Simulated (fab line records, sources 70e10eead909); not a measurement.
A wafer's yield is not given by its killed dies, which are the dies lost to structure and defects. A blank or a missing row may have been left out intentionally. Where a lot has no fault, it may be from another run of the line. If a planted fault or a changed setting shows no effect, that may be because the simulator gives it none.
Matching of chambers / flow nand_harc / NHARC_A_STAIRCASE_DEP_301 on pecvd-03: 3 sister chambers
The step deposits SiON, target thk 30 nm. 3 wafers are shown with their chamber, then 7 later ones without.

== WAFERS, EACH WITH ITS CHAMBER ==
wafer=L080.4; chamber=2; showerhead_vpp_V (V)=1150
wafer=L088.1; chamber=0; showerhead_vpp_V (V)=1175
wafer=L088.3; chamber=1; showerhead_vpp_V (V)=1218

== WAFERS WHOSE CHAMBER IS MISSING ==
wafer=L088.4; showerhead_vpp_V (V)=1222
wafer=L091.4; showerhead_vpp_V (V)=1219
wafer=L091.5; showerhead_vpp_V (V)=1170
wafer=L091.6; showerhead_vpp_V (V)=1135
wafer=L093.2; showerhead_vpp_V (V)=1176
wafer=L093.5; showerhead_vpp_V (V)=1210
wafer=L093.6; showerhead_vpp_V (V)=1145

== WHICH CHAMBER EACH WENT THROUGH ==
wafer=L088.4; from the rows above=1; in truth=1
wafer=L091.4; from the rows above=1; in truth=1
wafer=L091.5; from the rows above=0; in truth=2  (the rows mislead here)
wafer=L091.6; from the rows above=2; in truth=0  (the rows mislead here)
wafer=L093.2; from the rows above=0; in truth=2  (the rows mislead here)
wafer=L093.5; from the rows above=1; in truth=1
wafer=L093.6; from the rows above=2; in truth=2
Correct placement for 4 of the 7. Left unplaced by these rows: 0. Number placed wrongly: 3.
How it was worked out, from the rows above alone: a wafer's distance from a chamber is the root of the sum, over the readings, of the square of ((its reading less the chamber's mean) divided by the reading's scatter). The wafer belongs to the nearest chamber; if the next one is less than 2 further off, it can't be placed. A chamber's mean is the mean of its shown wafers. The scatter: root of mean squared gap, hidden wafer to nearest shown wafer, with one shown wafer a chamber.
